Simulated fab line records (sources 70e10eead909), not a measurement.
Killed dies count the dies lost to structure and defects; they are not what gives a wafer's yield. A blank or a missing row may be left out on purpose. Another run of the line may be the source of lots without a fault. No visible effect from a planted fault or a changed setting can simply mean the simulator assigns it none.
Chamber matching :: flow nand-harc :: pecvd-03 running NHARC_A_DECK1_JOINT_DEP_16: 3 sister chambers
The step deposits SiO2, target thk 45 nm. 6 wafers are shown with their chamber, then 7 later ones without.

WAFERS, EACH WITH ITS CHAMBER
wafer: L969.1
chamber: 0
throttle-valve-pct (%): 15.8
heater-power-w (W): 565

wafer: L971.2
chamber: 1
throttle-valve-pct (%): 16.8
heater-power-w (W): 645

wafer: L971.3
chamber: 0
throttle-valve-pct (%): 16.0
heater-power-w (W): 623

wafer: L971.5
chamber: 2
throttle-valve-pct (%): 15.8
heater-power-w (W): 648

wafer: L978.4
chamber: 2
throttle-valve-pct (%): 15.7
heater-power-w (W): 659

wafer: L978.5
chamber: 1
throttle-valve-pct (%): 16.4
heater-power-w (W): 635

WAFERS MISSING THEIR CHAMBER
wafer: L978.6
throttle-valve-pct (%): 15.7
heater-power-w (W): 553

wafer: L980.1
throttle-valve-pct (%): 15.7
heater-power-w (W): 555

wafer: L980.5
throttle-valve-pct (%): 16.9
heater-power-w (W): 632

wafer: L980.6
throttle-valve-pct (%): 15.9
heater-power-w (W): 561

wafer: L981.2
throttle-valve-pct (%): 15.9
heater-power-w (W): 671

wafer: L981.5
throttle-valve-pct (%): 15.6
heater-power-w (W): 578

wafer: L981.6
throttle-valve-pct (%): 16.6
heater-power-w (W): 512

THE CHAMBER EACH PASSED THROUGH
wafer: L978.6
from the rows above: 0
in truth: 0

wafer: L980.1
from the rows above: 0
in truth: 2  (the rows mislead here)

wafer: L980.5
from the rows above: 1
in truth: 1

wafer: L980.6
from the rows above: 0
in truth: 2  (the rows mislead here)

wafer: L981.2
from the rows above: 2
in truth: 2

wafer: L981.5
from the rows above: can't be placed: 0 or 2
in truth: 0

wafer: L981.6
from the rows above: can't be placed: 0 or 1
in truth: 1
3 of 7 placed correctly. Unplaceable from these rows: 2, with the true chamber sitting among the candidates in 2. Wrongly placed: 2.
How it was worked out, from the rows above alone: a wafer's distance from a chamber is the root of the sum, over the readings, of the square of ((its reading less the chamber's mean) divided by the reading's scatter). If the next closest chamber is less than 2 further off than the closest, the wafer can't be placed; otherwise it belongs to the closest. For every chamber, the mean is computed from those of its wafers that are shown. The scatter is the square root of a quotient: the sum, over the shown wafers, of each reading's squared deviation from its chamber's mean, divided by wafers minus chambers.
